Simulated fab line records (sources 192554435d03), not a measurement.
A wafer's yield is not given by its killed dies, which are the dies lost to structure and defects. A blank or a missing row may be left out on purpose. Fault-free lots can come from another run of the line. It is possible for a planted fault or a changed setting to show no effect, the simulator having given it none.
Chamber matching || flow n5 finfet || 3 sister chambers for N5_BEOL_M2_CO_CAP_55 on cvd co-02
The step material Co, precursor CCTBA/H2, target thk 2 nm, time 102.1 s. 39 wafers are shown with their chamber, then 12 later ones without.

== EACH WAFER AND ITS CHAMBER ==
{"wafer": "L074.1", "chamber": 2, "heater power w (W)": 243}
{"wafer": "L074.4", "chamber": 1, "heater power w (W)": 226}
{"wafer": "L074.5", "chamber": 1, "heater power w (W)": 230}
{"wafer": "L076.1", "chamber": 2, "heater power w (W)": 241}
{"wafer": "L076.3", "chamber": 0, "heater power w (W)": 205}
{"wafer": "L076.5", "chamber": 0, "heater power w (W)": 208}
{"wafer": "L075.3", "chamber": 1, "heater power w (W)": 227}
{"wafer": "L075.5", "chamber": 0, "heater power w (W)": 209}
{"wafer": "L075.6", "chamber": 1, "heater power w (W)": 232}
{"wafer": "L077.1", "chamber": 2, "heater power w (W)": 238}
{"wafer": "L077.5", "chamber": 0, "heater power w (W)": 209}
{"wafer": "L077.6", "chamber": 2, "heater power w (W)": 250}
{"wafer": "L079.2", "chamber": 0, "heater power w (W)": 210}
{"wafer": "L079.4", "chamber": 0, "heater power w (W)": 216}
{"wafer": "L079.6", "chamber": 1, "heater power w (W)": 218}
{"wafer": "L080.1", "chamber": 2, "heater power w (W)": 240}
{"wafer": "L080.2", "chamber": 1, "heater power w (W)": 214}
{"wafer": "L080.5", "chamber": 2, "heater power w (W)": 239}
{"wafer": "L083.1", "chamber": 2, "heater power w (W)": 240}
{"wafer": "L083.2", "chamber": 0, "heater power w (W)": 205}
{"wafer": "L083.5", "chamber": 0, "heater power w (W)": 210}
{"wafer": "L081.1", "chamber": 1, "heater power w (W)": 224}
{"wafer": "L081.2", "chamber": 2, "heater power w (W)": 240}
{"wafer": "L081.5", "chamber": 2, "heater power w (W)": 249}
{"wafer": "L084.1", "chamber": 1, "heater power w (W)": 226}
{"wafer": "L084.4", "chamber": 0, "heater power w (W)": 209}
{"wafer": "L084.5", "chamber": 1, "heater power w (W)": 232}
{"wafer": "L082.2", "chamber": 2, "heater power w (W)": 246}
{"wafer": "L082.4", "chamber": 0, "heater power w (W)": 209}
{"wafer": "L082.5", "chamber": 2, "heater power w (W)": 238}
{"wafer": "L086.1", "chamber": 1, "heater power w (W)": 225}
{"wafer": "L086.3", "chamber": 2, "heater power w (W)": 240}
{"wafer": "L086.4", "chamber": 2, "heater power w (W)": 240}
{"wafer": "L091.1", "chamber": 1, "heater power w (W)": 226}
{"wafer": "L091.2", "chamber": 0, "heater power w (W)": 217}
{"wafer": "L091.3", "chamber": 2, "heater power w (W)": 246}
{"wafer": "L091.4", "chamber": 1, "heater power w (W)": 224}
{"wafer": "L091.5", "chamber": 2, "heater power w (W)": 246}
{"wafer": "L091.6", "chamber": 0, "heater power w (W)": 211}

SIGNATURES (means of the wafers above)
{"reading": "heater power w", "chamber 0": 209.83, "chamber 1": 225.33, "chamber 2": 242.40, "scatter within a chamber": 4.3}
Rule: a wafer's distance from a chamber is the root of the sum, over the readings, of the square of ((its reading less the chamber's mean) divided by the reading's scatter). The wafer belongs to the nearest chamber; if the next one is less than 2 further off, it can't be placed. How the scatter is found: for the shown wafers, subtract from each reading the mean of its chamber, square and add these, divide the total by (wafers less chambers), then take the root.

== WAFERS WHOSE CHAMBER IS MISSING ==
{"wafer": "L096.1", "heater power w (W)": 213}
{"wafer": "L096.2", "heater power w (W)": 230}
{"wafer": "L096.3", "heater power w (W)": 235}
{"wafer": "L096.4", "heater power w (W)": 227}
{"wafer": "L096.5", "heater power w (W)": 205}
{"wafer": "L096.6", "heater power w (W)": 240}
{"wafer": "L094.1", "heater power w (W)": 239}
{"wafer": "L094.5", "heater power w (W)": 241}
{"wafer": "L094.6", "heater power w (W)": 219}
{"wafer": "L097.2", "heater power w (W)": 236}
{"wafer": "L097.4", "heater power w (W)": 208}
{"wafer": "L097.6", "heater power w (W)": 233}

== WHICH CHAMBER EACH ONE RAN IN ==
{"wafer": "L096.1", "from the rows above": 0, "in truth": 0}
{"wafer": "L096.2", "from the rows above": "can't be placed: 1 or 2", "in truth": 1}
{"wafer": "L096.3", "from the rows above": "can't be placed: 2 or 1", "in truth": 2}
{"wafer": "L096.4", "from the rows above": 1, "in truth": 1}
{"wafer": "L096.5", "from the rows above": 0, "in truth": 0}
{"wafer": "L096.6", "from the rows above": 2, "in truth": 2}
{"wafer": "L094.1", "from the rows above": 2, "in truth": 2}
{"wafer": "L094.5", "from the rows above": 2, "in truth": 2}
{"wafer": "L094.6", "from the rows above": "can't be placed: 1 or 0", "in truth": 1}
{"wafer": "L097.2", "from the rows above": "can't be placed: 2 or 1", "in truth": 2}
{"wafer": "L097.4", "from the rows above": 0, "in truth": 0}
{"wafer": "L097.6", "from the rows above": "can't be placed: 1 or 2", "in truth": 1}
7 of 12 placed correctly. These rows do not allow placing 5 (true chamber among the candidates in 5). 0 placed wrongly.
